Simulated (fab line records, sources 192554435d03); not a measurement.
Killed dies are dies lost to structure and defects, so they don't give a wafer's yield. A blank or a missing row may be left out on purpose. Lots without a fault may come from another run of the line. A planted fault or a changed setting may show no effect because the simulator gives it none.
fab line records | flow n5_finfet | part 1 of 2: steps 1 to 23 of 32
record lots=5 wafers=15 last_day=16
route steps=1938 shown BEOL_M14@1741
lots that met no fault: from a run of the same line without faults
start_h: hours from the record's first day to the start of the lot's first wafer shown | wait_h: hours since the lot's step before | " the same as in the row above | L1.1+2: a row that stands for several wafers | - no value, or no start given | * or withheld: withheld | < > ~ a bound
route shown NAME@n: a module of which the file shows steps, and the number in the route of the first | usual: mean/standard deviation of fault-free wafers | same: alike in all rows | chamber/n: place in a boat | sites: the reading at each site | _std_site: their standard deviation | _edge_site: outer sites' mean less inner sites' | radius_mm: how far each site lies from the wafer's centre | mask NAME#n: copy n | behind: the tool/chamber that last shaped the wafer | hold: why the lot was held/for how many hours/how that ended | device: the transistor (n, p or np) that didn't switch | end of line: the same wafers' tests at the end of the route | a step without rows: its recipe alone | killed: dies lost to structure and defects at the first sort, not the wafer's yield | map: a wafer's dies, x killed, . not, _ none there
set.NAME: the setting as run; set.NAME@STEP: as run at that earlier step | model.NAME: the simulator's own value behind a step, which no gauge read
lots at some steps of the route; a table a step, a row a wafer
services: from which hour (start_h, from the record's first day; less than 0 if before it) a tool's chamber was out of use, for how many hours, and why
## steps
# step N5_BEOL_M14_SOFTBAKE_23
# recipe temp_c=130 time_s=60
# columns lot.wafer tool chamber start_h wait_h
L076.1+3+4 litho_track-04 0 - -
L077.1+3+5 litho_track-02 0 - -
L083.1+2+6 litho_track-01 0 - -
L089.1+3+6 litho_track-01 0 - -
L094.2+3+4 litho_track-04 0 - -
# step N5_BEOL_M14_EXPOSE_25
# recipe mask_id=M14 na=0.8 source_shape=annular sigma_inner=0.5 sigma_outer=0.8 polarization=unpolarized target_cd_nm=280 dose_mj=26.6
# usual stage_vel_mm_s=500.02/0.28
# columns lot.wafer tool chamber start_h wait_h mask stage_vel_mm_s
L076.1 krf_scanner-01 0 262.16 - M14#0 499.63
L076.3 " 0 " " M14#0 499.91
L076.4 " 0 " " M14#0 500.00
L077.1 krf_scanner-02 0 277.24 - M14#0 499.52
L077.3 " 0 " " M14#0 500.07
L077.5 " 0 " " M14#0 499.47
L083.1 krf_scanner-01 0 306.68 - M14#0 500.04
L083.2 " 0 " " M14#0 500.18
L083.6 " 0 " " M14#0 499.94
L089.1 krf_scanner-01 0 333.79 - M14#0 500.32
L089.3 " 0 " " M14#0 500.06
L089.6 " 0 " " M14#0 500.04
L094.2 krf_scanner-01 0 371.03 - M14#0 499.89
L094.3 " 0 " " M14#0 500.38
L094.4 " 0 " " M14#0 500.00
# step N5_BEOL_M14_PEB_26
# recipe peb_temp_c=130 peb_time_s=90
# columns lot.wafer tool chamber start_h wait_h
L076.1+3+4 litho_track-04 0 262.22 0.1
L077.1+3+5 litho_track-01 0 277.29 0.1
L083.1+2+6 litho_track-02 0 306.74 0.1
L089.1+3+6 litho_track-04 0 333.85 0.1
L094.2+3+4 litho_track-01 0 371.08 0.0
# step N5_BEOL_M14_DEVELOP_27
# recipe develop_time_s=45 rinse_liquid=diw dry=air_spin dev_temp_c=21
# columns lot.wafer tool chamber start_h wait_h
L076.1+3+4 litho_track-04 0 - -
L077.1+3+5 litho_track-01 0 - -
L083.1+2+6 litho_track-02 0 - -
L089.1+3+6 litho_track-04 0 - -
L094.2+3+4 litho_track-01 0 - -
# step N5_BEOL_M14_HARDBAKE_32
# recipe temp_c=130 time_s=120
# columns lot.wafer tool chamber start_h wait_h
L076.1+3+4 litho_track-04 0 - -
L077.1+3+5 litho_track-01 0 - -
L083.1+2+6 litho_track-02 0 - -
L089.1+3+6 litho_track-04 0 - -
L094.2+3+4 litho_track-01 0 - -
# step N5_BEOL_M14_CD_MEAS_28
# recipe target_cd_nm=284.4 landing_energy_ev=500 detector=se_inlens
# usual cd_nm=284.6/1.9
# columns lot.wafer tool chamber start_h wait_h cd_nm
L076.1 cd_sem-01 0 262.33 - 285.1
L076.3 " 0 " " 283.1
L076.4 " 0 " " 283.6
L077.1 cd_sem-01 0 277.41 - 284.9
L077.3 " 0 " " 287.1
L077.5 " 0 " " 287.0
L083.1 cd_sem-02 0 306.86 - 287.6
L083.2 " 0 " " 287.6
L083.6 " 0 " " 286.3
L089.1 cd_sem-01 0 333.96 - 284.2
L089.3 " 0 " " 285.5
L089.6 " 0 " " 284.5
L094.2 cd_sem-01 0 371.20 - 283.9
L094.3 " 0 " " 286.1
L094.4 " 0 " " 288.4
# step N5_BEOL_M14_OVL_MEAS_29
# recipe points_per_wafer=44
# usual M14_OVL=6/6
# columns lot.wafer tool chamber start_h wait_h M14_OVL[nm]
L076.1 overlay-02 0 262.37 0.0 13
L076.3 " 0 " " 11
L076.4 " 0 " " 4
L077.1 overlay-02 0 277.44 0.0 4
L077.3 " 0 " " -4
L077.5 " 0 " " -3
L083.1 overlay-02 0 306.89 0.0 22
L083.2 " 0 " " 15
L083.6 " 0 " " 3
L089.1 overlay-01 0 333.99 0.0 10
L089.3 " 0 " " 17
L089.6 " 0 " " 11
L094.2 overlay-01 0 371.23 0.0 4
L094.3 " 0 " " 13
L094.4 " 0 " " 7
# step N5_BEOL_M14_INSPECT_30
# recipe mode=adi inspect_instrument=macro
# usual raw_defect_count=1.9/1.4
# columns lot.wafer tool chamber start_h wait_h raw_defect_count
L076.1 defect_inspect-01 - 262.39 0.0 2
L076.3 " - " " 2
L076.4 " - " " 0
L077.1 defect_inspect-02 - 277.46 0.0 1
L077.3 " - " " 1
L077.5 " - " " 6
L083.1 defect_inspect-01 - 306.91 0.0 2
L083.2 " - " " 1
L083.6 " - " " 2
L089.1 defect_inspect-01 - 334.02 0.0 2
L089.3 " - " " 0
L089.6 " - " " 6
L094.2 defect_inspect-02 - 371.25 0.0 1
L094.3 " - " " 0
L094.4 " - " " 3
# step N5_BEOL_M14_DESCUM_33
# recipe chemistry=O2 time_s=7.9 source_power_w=50 bias_power_w=20 pressure_mtorr=20 rf_frequency_hz=2.712e+07 temp_c=40 o2_flow_sccm=225
# usual drypump_motor_current_A=5.7/0.35 oes_product_au=0.80/0.086 rf_vpp_V=243.2/1.2 showerhead_plenum_p_Torr=2.09/0.066 throttle_valve_pct=20.37/0.21
# columns lot.wafer tool chamber start_h wait_h drypump_motor_current_A oes_product_au rf_hours_counter_h rf_vpp_V showerhead_plenum_p_Torr throttle_valve_pct
L076.1 rie_diel-03 1 262.67 0.3 5.6 0.81 91 243.3 2.10 20.24
L076.3 " 3 " " 5.7 0.77 145 242.4 1.98 19.87
L076.4 " 2 " " 5.0 0.72 209 242.3 2.09 20.48
L077.1 rie_diel-01 0 277.55 0.1 5.9 0.86 49 241.5 2.05 20.38
L077.3 " 1 " " 5.8 0.68 239 243.2 2.07 20.19
L077.5 " 0 " " 5.9 0.86 - 242.8 2.05 20.36
L083.1 rie_diel-01 0 306.94 0.0 5.9 0.83 62 242.4 2.04 20.41
L083.2 " 2 " " 5.7 0.87 37 242.4 2.04 20.56
L083.6 " 1 " " 5.8 0.67 - 243.0 2.06 20.22
L089.1 rie_diel-05 2 334.06 0.0 5.2 0.95 11 244.4 2.14 20.51
L089.3 " 0 " " 5.4 0.71 246 244.2 2.14 20.83
L089.6 " 2 " " 5.2 0.94 - 243.3 2.14 20.54
L094.2 rie_diel-05 3 371.28 0.0 6.5 0.87 62 245.1 2.22 20.38
L094.3 " 2 " " 5.2 0.90 28 244.9 2.13 20.54
L094.4 " 0 " " 5.4 0.98 - 243.0 2.13 20.40
# step N5_BEOL_M14_ETCH_67
# recipe chemistry=CF4 target=SiARC target_depth_a=1430 time_s=238.3 ion_energy_ev=80 pressure_mtorr=40 source_w=545 bias_w=36 Ar_flow_sccm=100 cf4_flow_sccm=100 ends=cleared
# usual drypump_motor_current_A=5.7/0.36 etch_rf_on_time_s=238/6.8 oes_product_au=0.68/0.077 rf_vpp_V=184.2/0.98 showerhead_plenum_p_Torr=2.14/0.064 throttle_valve_pct=15.56/0.15
# columns lot.wafer tool chamber start_h wait_h drypump_motor_current_A etch_rf_on_time_s oes_product_au rf_hours_counter_h rf_vpp_V showerhead_plenum_p_Torr throttle_valve_pct
L076.1 rie_diel-03 1 262.71 0.0 5.7 241 0.68 91 185.7 2.15 15.43
L076.3 " 3 " " 5.7 234 0.67 145 184.2 2.05 15.28
L076.4 " 2 " " 5.0 243 0.61 209 183.1 2.13 15.56
L077.1 rie_diel-01 0 277.58 0.0 5.9 237 0.73 49 184.1 2.09 15.45
L077.3 " 1 " " 5.8 240 0.58 239 183.8 2.12 15.47
L077.5 " 0 " " 5.9 237 0.73 - 184.1 2.09 15.47
L083.1 rie_diel-01 0 306.98 0.0 5.9 238 0.72 63 182.7 2.09 15.49
L083.2 " 2 " " 5.7 228 0.75 37 184.3 2.09 15.65
L083.6 " 1 " " 5.7 244 0.57 - 184.0 2.11 15.50
L089.1 rie_diel-05 2 334.10 0.0 5.2 248 0.80 11 185.2 2.19 15.63
L089.3 " 0 " " 5.4 236 0.61 246 184.3 2.19 16.07
L089.6 " 2 " " 5.2 245 0.80 - 185.8 2.19 15.62
L094.2 rie_diel-05 3 371.32 0.0 6.5 233 0.74 62 185.6 2.27 15.51
L094.3 " 2 " " 5.2 248 0.76 28 184.0 2.19 15.66
L094.4 " 0 " " 5.4 235 0.84 - 184.0 2.19 15.55
# step N5_BEOL_M14_ETCH_68
# recipe chemistry=N2/H2 target=SOC mask_material=SiARC source_w=3000 bias_w=350 temp_c=40 time_s=450 ion_energy_ev=200 pressure_mtorr=30 n2_flow_sccm=200 h2_flow_sccm=200
# usual drypump_motor_current_A=5.7/0.36 oes_product_au=0.80/0.088 rf_vpp_V=523.9/2.2 showerhead_plenum_p_Torr=2.55/0.069 throttle_valve_pct=17.75/0.2
# columns lot.wafer tool chamber start_h wait_h drypump_motor_current_A oes_product_au rf_hours_counter_h rf_vpp_V showerhead_plenum_p_Torr throttle_valve_pct
L076.1 rie_diel-03 1 262.86 0.1 5.7 0.81 91 525.2 2.57 17.72
L076.3 " 3 " " 5.7 0.77 145 523.3 2.45 17.49
L076.4 " 2 " " 5.0 0.71 209 522.9 2.53 17.76
L077.1 rie_diel-01 0 277.73 0.1 5.9 0.86 49 522.2 2.50 17.76
L077.3 " 1 " " 5.8 0.68 239 522.8 2.50 17.48
L077.5 " 0 " " 5.9 0.86 - 523.3 2.50 17.78
L083.1 rie_diel-01 0 307.13 0.1 5.9 0.84 63 522.0 2.49 17.79
L083.2 " 2 " " 5.7 0.86 37 522.3 2.49 17.89
L083.6 " 1 " " 5.8 0.67 - 524.0 2.49 17.52
L089.1 rie_diel-05 2 334.25 0.1 5.2 0.95 11 525.2 2.62 18.00
L089.3 " 0 " " 5.4 0.71 246 525.6 2.61 18.32
L089.6 " 2 " " 5.2 0.96 - 526.2 2.62 17.98
L094.2 rie_diel-05 3 371.47 0.1 6.5 0.86 63 528.4 2.67 17.54
L094.3 " 2 " " 5.2 0.92 28 525.1 2.61 18.01
L094.4 " 0 " " 5.4 0.98 - 524.8 2.61 17.87
# step N5_BEOL_M14_STRIP_69
# recipe chemistry=N2/H2 temp_c=40 n2_flow_sccm=200 h2_flow_sccm=200 rf_frequency_hz=6e+07
# columns lot.wafer tool chamber start_h wait_h
L076.1+3+4 rie_diel-03 1,3,2 263.12 0.1
L077.1+3+5 rie_diel-01 0,1,0 277.99 0.1
L083.1+2+6 rie_diel-01 0,2,1 307.39 0.1
L089.1+3+6 rie_diel-05 2,0,2 334.51 0.1
L094.2+3+4 rie_diel-05 3,2,0 371.73 0.1
# step N5_BEOL_M14_TRENCH_ETCH_34
# recipe chemistry=C4F8/O2/Ar target=SiO2 target_depth_a=5566.5 mask_material=SOC he_inner_torr=15 he_outer_torr=30 time_s=126.9 ion_energy_ev=800 pressure_mtorr=20 source_w=1905 bias_w=2040 Ar_flow_sccm=400 C4F8_flow_sccm=16 O2_flow_sccm=12
# usual drypump_motor_current_A=5.7/0.36 oes_ar_750_au=0.80/0.087 oes_product_au=0.79/0.09 rf_vpp_V=2229/44 showerhead_plenum_p_Torr=3.43/0.1 throttle_valve_pct=30.82/0.28
# columns lot.wafer tool chamber start_h wait_h drypump_motor_current_A oes_ar_750_au oes_product_au rf_hours_counter_h rf_vpp_V showerhead_plenum_p_Torr throttle_valve_pct
L076.1 rie_diel-03 1 263.13 0.0 5.7 0.80 0.81 91 2255 3.44 30.63
L076.3 " 3 " " 5.7 0.78 0.78 145 2149 3.28 30.28
L076.4 " 2 " " 5.0 0.72 0.71 209 2219 3.41 30.69
L077.1 rie_diel-01 0 278.00 0.0 5.9 0.86 0.85 49 2187 3.37 30.94
L077.3 " 1 " " 5.8 0.68 0.68 239 2243 3.39 30.49
L077.5 " 0 " " 5.9 0.86 0.87 - 2188 3.37 30.93
L083.1 rie_diel-01 0 307.40 0.0 5.9 0.84 0.84 63 2188 3.36 30.92
L083.2 " 2 " " 5.7 0.87 0.89 37 2188 3.34 30.99
L083.6 " 1 " " 5.8 0.67 0.66 - 2244 3.38 30.50
L089.1 rie_diel-05 2 334.52 0.0 5.2 0.94 0.93 12 2296 3.51 31.13
L089.3 " 0 " " 5.4 0.71 0.71 246 2256 3.51 31.34
L089.6 " 2 " " 5.2 0.94 0.92 - 2293 3.51 31.14
L094.2 rie_diel-05 3 371.74 0.0 6.5 0.86 0.86 63 2277 3.66 31.09
L094.3 " 2 " " 5.2 0.90 0.89 28 2295 3.50 31.15
L094.4 " 0 " " 5.4 0.99 0.98 - 2255 3.50 31.02
# step N5_BEOL_M14_STRIP_70
# recipe chemistry=C4F8/O2/Ar resist=SiARC rf_frequency_hz=6e+07
# columns lot.wafer tool chamber start_h wait_h
L076.1+3+4 rie_diel-03 1,3,2 263.24 0.1
L077.1+3+5 rie_diel-01 0,1,0 278.12 0.1
L083.1+2+6 rie_diel-01 0,2,1 307.51 0.1
L089.1+3+6 rie_diel-05 2,0,2 334.63 0.1
L094.2+3+4 rie_diel-05 3,2,0 371.85 0.1
# step N5_BEOL_M14_OCD_MEAS_35
# usual trench_depth_nm=553/17
# columns lot.wafer tool chamber start_h wait_h trench_depth_nm
L076.1 ocd-02 - 263.28 0.0 547
L076.3 " - " " 560
L076.4 " - " " 537
L077.1 ocd-02 - 278.16 0.0 559
L077.3 " - " " 544
L077.5 " - " " 561
L083.1 ocd-01 - 307.55 0.0 555
L083.2 " - " " 582
L083.6 " - " " 542
L089.1 ocd-02 - 334.67 0.0 530
L089.3 " - " " 556
L089.6 " - " " 523
L094.2 ocd-02 - 371.90 0.0 564
L094.3 " - " " 536
L094.4 " - " " 561
# step N5_BEOL_M14_STRIP_37
# recipe chemistry=O2 power_w=600 temp_c=60 pressure_mtorr=30 rf_frequency_hz=6e+07 bias_power_w=0 overash_fraction=0.3 o2_flow_sccm=225
# usual drypump_motor_current_A=5.6/0.36 oes_product_au=0.79/0.087 rf_vpp_V=3.8/1 showerhead_plenum_p_Torr=2.09/0.071 throttle_valve_pct=16.65/0.23
# columns lot.wafer tool chamber start_h wait_h drypump_motor_current_A oes_product_au rf_hours_counter_h rf_vpp_V showerhead_plenum_p_Torr throttle_valve_pct
L076.1 rie_diel-05 0 263.45 0.2 5.4 0.73 216 5.5 2.15 17.01
L076.3 " 3 " " 6.5 0.96 19 5.4 2.25 16.53
L076.4 " 1 " " 5.6 0.71 220 3.5 2.15 16.78
L077.1 rie_diel-05 0 279.09 0.9 5.4 0.71 222 2.3 2.15 17.03
L077.3 " 3 " " 6.5 0.93 25 5.0 2.24 16.48
L077.5 " 3 " " 6.5 0.93 - 3.3 2.24 16.54
L083.1 rie_diel-03 0 309.68 2.1 5.9 0.70 227 3.2 2.16 16.59
L083.2 " 1 " " 5.7 0.80 109 2.3 2.10 16.50
L083.6 " 2 " " 5.0 0.72 - 6.2 2.09 16.74
L089.1 rie_diel-01 2 334.73 0.1 5.8 0.84 50 2.7 2.05 16.78
L089.3 " 0 " " 5.9 0.84 76 4.8 2.04 16.57
L089.6 " 3 " " 5.6 0.92 - 4.4 2.07 16.66
L094.2 rie_diel-03 1 373.62 1.7 5.7 0.76 131 5.5 2.09 16.53
L094.3 " 2 " " 5.0 0.68 248 4.0 2.08 16.76
L094.4 " 3 " " 5.7 0.74 - 4.2 1.97 16.26
# step N5_BEOL_M14_ETCH_38
# recipe chemistry=CF4/N2 target=SiCN target_depth_a=1065 taper_deg=2 time_s=120.6 ion_energy_ev=150 mask_material=SiO2 pressure_mtorr=40 source_w=430 bias_w=70 Ar_flow_sccm=100 cf4_flow_sccm=60 n2_flow_sccm=60
# usual drypump_motor_current_A=5.6/0.36 oes_product_au=0.79/0.09 rf_vpp_V=382.2/1.8 showerhead_plenum_p_Torr=2.20/0.067 throttle_valve_pct=15.43/0.2
# columns lot.wafer tool chamber start_h wait_h drypump_motor_current_A oes_product_au rf_hours_counter_h rf_vpp_V showerhead_plenum_p_Torr throttle_valve_pct
L076.1 rie_diel-05 0 - - 5.4 0.73 216 383.6 2.27 15.81
L076.3 " 3 " " 6.5 0.94 19 385.7 2.35 15.24
L076.4 " 1 " " 5.6 0.70 220 384.0 2.25 15.49
L077.1 rie_diel-05 0 - - 5.4 0.73 222 383.1 2.26 15.82
L077.3 " 3 " " 6.5 0.94 25 386.3 2.35 15.25
L077.5 " 3 " " 6.5 0.93 - 387.0 2.35 15.24
L083.1 rie_diel-03 0 - - 5.9 0.71 227 382.8 2.28 15.44
L083.2 " 1 " " 5.7 0.80 109 382.7 2.21 15.32
L083.6 " 2 " " 5.0 0.70 - 381.7 2.18 15.42
L089.1 rie_diel-01 2 - - 5.7 0.86 50 380.4 2.15 15.51
L089.3 " 0 " " 5.9 0.82 76 379.0 2.15 15.39
L089.6 " 3 " " 5.6 0.93 - 381.6 2.18 15.41
L094.2 rie_diel-03 1 - - 5.7 0.77 131 383.5 2.20 15.36
L094.3 " 2 " " 5.0 0.69 248 381.1 2.18 15.49
L094.4 " 3 " " 5.7 0.75 - 380.2 2.10 15.22
# step N5_BEOL_M14_PRECLEAN_39
# recipe chemistry=residue_remover time_s=60 temp_c=40
# columns lot.wafer tool chamber start_h wait_h
L076.1+3+4 wet_bench-05 2,1,3 263.65 -
L077.1+3+5 wet_bench-05 1,0,7 279.29 -
L083.1+2+6 wet_bench-01 2,1,0 309.88 -
L089.1+3+6 wet_bench-04 7,3,6 334.92 -
L094.2+3+4 wet_bench-01 4,5,7 373.81 -
# step N5_BEOL_M14_SRD_40
# recipe time_s=30 temp_c=23 rinse_liquid=diw dry=n2_spin spin_rpm=1500 dry_time_s=30
# columns lot.wafer tool chamber start_h wait_h
L076.1+3+4 wet_bench-05 2,1,3 263.67 0.0
L077.1+3+5 wet_bench-05 1,0,7 279.31 0.0
L083.1+2+6 wet_bench-01 2,1,0 309.90 0.0
L089.1+3+6 wet_bench-04 7,3,6 334.94 0.0
L094.2+3+4 wet_bench-01 4,5,7 373.83 0.0
# step N5_BEOL_M14_DEGAS_41
# recipe ambient=vacuum temp_c=300 time_s=60
# usual heater_power_w=481/47
# columns lot.wafer tool chamber start_h wait_h heater_power_w
L076.1 pvd_sputter-02 - 263.99 0.3 471
L076.3 " - " " 449
L076.4 " - " " 555
L077.1 pvd_sputter-02 - 279.83 0.5 563
L077.3 " - " " 474
L077.5 " - " " 441
L083.1 pvd_sputter-03 - 310.23 0.3 506
L083.2 " - " " 466
L083.6 " - " " 498
L089.1 pvd_sputter-01 - 335.12 0.2 463
L089.3 " - " " 375
L089.6 " - " " 376
L094.2 pvd_sputter-01 - 374.06 0.2 370
L094.3 " - " " 481
L094.4 " - " " 503
# step N5_BEOL_M14_PRE_CLEAN_42
# recipe gas=H2/He time_s=30 temp_c=300
# usual heater_power_w=479/46
# columns lot.wafer tool chamber start_h wait_h heater_power_w
L076.1 pvd_sputter-02 - 264.03 0.0 451
L076.3 " - " " 446
L076.4 " - " " 539
L077.1 pvd_sputter-02 - 279.87 0.0 549
L077.3 " - " " 468
L077.5 " - " " 439
L083.1 pvd_sputter-03 - 310.27 0.0 519
L083.2 " - " " 467
L083.6 " - " " 511
L089.1 pvd_sputter-01 - 335.16 0.0 478
L089.3 " - " " 367
L089.6 " - " " 382
L094.2 pvd_sputter-01 - 374.10 0.0 374
L094.3 " - " " 458
L094.4 " - " " 495
# step N5_BEOL_M14_SPUTTER_43
# recipe material=TaN target_thk_a=150 temp_c=50 bias_v=168.6 power_w=15000 chamber_pressure_pa=0.12 time_s=24.19
# usual throttle_valve_pct=29.8/1
# columns lot.wafer tool chamber start_h wait_h throttle_valve_pct
L076.1 pvd_sputter-02 - 264.07 0.0 29.5
L076.3 " - " " 28.1
L076.4 " - " " 29.9
L077.1 pvd_sputter-02 - 279.91 0.0 29.7
L077.3 " - " " 29.6
L077.5 " - " " 28.5
L083.1 pvd_sputter-03 - 310.31 0.0 28.9
L083.2 " - " " 30.4
L083.6 " - " " 29.1
L089.1 pvd_sputter-01 - 335.20 0.0 31.8
L089.3 " - " " 30.8
L089.6 " - " " 31.2
L094.2 pvd_sputter-01 - 374.14 0.0 31.2
L094.3 " - " " 31.7
L094.4 " - " " 28.9
# step N5_BEOL_M14_SPUTTER_44
# recipe material=Ta target_thk_a=150 temp_c=50 bias_v=80 power_w=15000 chamber_pressure_pa=0.07 time_s=24.19
# usual throttle_valve_pct=29.9/1
# columns lot.wafer tool chamber start_h wait_h throttle_valve_pct
L076.1 pvd_sputter-02 - 264.15 0.0 29.5
L076.3 " - " " 28.2
L076.4 " - " " 30.2
L077.1 pvd_sputter-02 - 279.99 0.0 30.2
L077.3 " - " " 29.5
L077.5 " - " " 28.6
L083.1 pvd_sputter-03 - 310.39 0.0 29.2
L083.2 " - " " 30.6
L083.6 " - " " 29.3
L089.1 pvd_sputter-01 - 335.28 0.0 31.8
L089.3 " - " " 31.0
L089.6 " - " " 31.0
L094.2 pvd_sputter-01 - 374.22 0.0 30.8
L094.3 " - " " 32.0
L094.4 " - " " 28.8
